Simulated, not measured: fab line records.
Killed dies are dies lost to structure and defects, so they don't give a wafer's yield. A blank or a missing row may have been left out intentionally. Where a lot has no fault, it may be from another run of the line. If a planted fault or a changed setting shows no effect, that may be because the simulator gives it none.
Which tool is to blame? | flow n5Finfet | 24 lots, 72 wafers sampled, at 2 steps of a route of 1938

WHAT EACH GAUGE READ, for each wafer
N5_BEOL_M8_OVL_MEAS_29.
lot  | measured     | on         | V7_OVL (nm)
L075 | day 12 03:11 | overlay-01 | -0.5 -1.3 -0.3
L076 | day 12 10:38 | overlay-01 | 0.1 -0.5 -1.1
L074 | day 12 10:48 | overlay-01 | 0.7 1.4 0.7
L078 | day 12 17:26 | overlay-01 | 1.0 0.0 -0.5
L077 | day 12 23:05 | overlay-01 | 0.4 0.8 -0.1
L079 | day 13 06:10 | overlay-01 | -0.2 0.4 1.0
L081 | day 14 02:04 | overlay-01 | -0.7 -0.9 -0.9
L084 | day 14 09:10 | overlay-01 | -0.4 -0.5 0.5
L082 | day 14 18:33 | overlay-01 | 0.2 0.3 0.6
L080 | day 15 01:03 | overlay-01 | 0.4 -0.2 0.8
L083 | day 15 01:06 | overlay-01 | 1.0 0.6 0.4
L087 | day 15 05:26 | overlay-02 | -0.8 0.2 0.6
L085 | day 15 20:00 | overlay-02 | 0.3 0.3 0.3
L088 | day 15 20:17 | overlay-01 | 0.0 0.0 0.0
L090 | day 16 18:23 | overlay-01 | -1.0 -0.5 -1.5
L089 | day 16 18:44 | overlay-02 | 0.6 -0.8 0.2
L091 | day 16 18:41 | overlay-02 | 0.0 0.0 0.2
L093 | day 16 23:50 | overlay-02 | 0.9 0.2 -0.7
L095 | day 17 04:25 | overlay-02 | -0.6 -1.5 -1.0
L086 | day 17 04:14 | overlay-02 | 0.2 0.4 0.3
L092 | day 17 14:38 | overlay-02 | 1.2 0.5 0.0
L094 | day 17 19:16 | overlay-02 | -0.6 -1.3 -1.0
L096 | day 18 01:19 | overlay-02 | -0.2 0.4 0.3
L097 | day 18 01:14 | overlay-02 | 0.4 1.1 -0.3

EACH LOT AND THE TOOL THAT RAN IT (in order: tool; ch and the chambers of the sampled wafers; start)
lot  | N5_BEOL_M8_HM_OPEN_17
L075 | rieMetal-03 ch 0,1, day 12 02:29
L076 | rieMetal-02 ch 0,1, day 12 09:41
L074 | rieMetal-01 ch 0,1, day 12 09:59
L078 | rieMetal-03 ch 0,1, day 12 15:19
L077 | rieMetal-03 ch 0,1, day 12 22:32
L079 | rieMetal-02 ch 0,1, day 13 05:22
L081 | rieMetal-02 ch 0,1, day 13 23:01
L084 | rieMetal-01 ch 0, day 14 08:25
L082 | rieMetal-01 ch 0,1, day 14 18:02
L080 | rieMetal-01 ch 0,1, day 14 23:10
L083 | rieMetal-01 ch 0,1, day 14 23:55
L087 | rieMetal-01 ch 0,1, day 15 03:32
L085 | rieMetal-02 ch 0,1, day 15 16:05
L088 | rieMetal-01 ch 0,1, day 15 16:05
L090 | rieMetal-03 ch 1, day 16 15:43
L089 | rieMetal-03 ch 0,1, day 16 16:01
L091 | rieMetal-03 ch 0,1, day 16 16:20
L093 | rieMetal-02 ch 0,1, day 16 22:43
L095 | rieMetal-02 ch 0, day 17 01:33
L086 | rieMetal-02 ch 0,1, day 17 01:50
L092 | rieMetal-01 ch 0,1, day 17 12:38
L094 | rieMetal-03 ch 0,1, day 17 18:04
L096 | rieMetal-03 ch 0,1, day 17 21:42
L097 | rieMetal-01 ch 0,1, day 17 22:54
- N5_BEOL_M8_HM_OPEN_17: chemistry Cl2/BCl3, target TiN, target depth 20 nm, overetch 6 nm.

AS READ BY THE TOOLS THEMSELVES (means over the sampled wafers that have a number; for cases with no such wafer, the mark the record gives instead)
N5_BEOL_M8_HM_OPEN_17.
lot  | tool        | drypumpMotorCurrentA (A) | oesProductAu (a.u.) | throttleValvePct (%)
L075 | rieMetal-03 | 6.3                      | 0.62                | 22.11
L076 | rieMetal-02 | 5.4                      | 0.70                | 22.13
L074 | rieMetal-01 | 5.3                      | 0.72                | 22.03
L078 | rieMetal-03 | 6.3                      | 0.62                | 22.11
L077 | rieMetal-03 | 6.3                      | 0.62                | 22.14
L079 | rieMetal-02 | 5.4                      | 0.69                | 22.13
L081 | rieMetal-02 | 5.5                      | 0.69                | 21.86
L084 | rieMetal-01 | 5.8                      | 0.67                | 21.90
L082 | rieMetal-01 | 5.3                      | 0.71                | 22.03
L080 | rieMetal-01 | 5.6                      | 0.68                | 21.98
L083 | rieMetal-01 | 5.6                      | 0.68                | 21.98
L087 | rieMetal-01 | 5.3                      | 0.70                | 22.04
L085 | rieMetal-02 | 5.5                      | 0.68                | 21.89
L088 | rieMetal-01 | 5.6                      | 0.66                | 22.00
L090 | rieMetal-03 | 5.7                      | 0.82                | 21.78
L089 | rieMetal-03 | 6.0                      | 0.76                | 21.93
L091 | rieMetal-03 | 6.1                      | 0.76                | 21.93
L093 | rieMetal-02 | 5.4                      | 0.67                | 22.16
L095 | rieMetal-02 | 5.7                      | 0.66                | 21.63
L086 | rieMetal-02 | 5.6                      | 0.66                | 21.90
L092 | rieMetal-01 | 5.3                      | 0.68                | 22.05
L094 | rieMetal-03 | 6.3                      | 0.68                | 22.11
L096 | rieMetal-03 | 6.0                      | 0.74                | 21.96
L097 | rieMetal-01 | 5.3                      | 0.68                | 22.06

THE ANSWER, worked out from the rows above alone
Rule: usual is defined by the lots themselves. Put in order of their means at a reading, lots are off if they are a third of the lots or fewer, leave a main group of 4 or more, and stand apart from it by a gap of 3 or more times the standard deviation of the main group's means; of several such gaps the widest counts. A main group whose means are all the same, to the digits that the tables above print for the reading, isn't used. Also off: a lot with no number at a reading for which 4 or more lots have one. The other lots that the step has rows for count as sound. First the gauges in route order, then the tools' own readings, where a lot's mean is used as printed above. The first step at which some lot is off is used, and at that step the reading that is off furthest; a lot without a number counts as furthest.
Nothing can be told from this: no lot is off at any reading shown.

WHAT WAS PUT IN BY THE SIMULATOR
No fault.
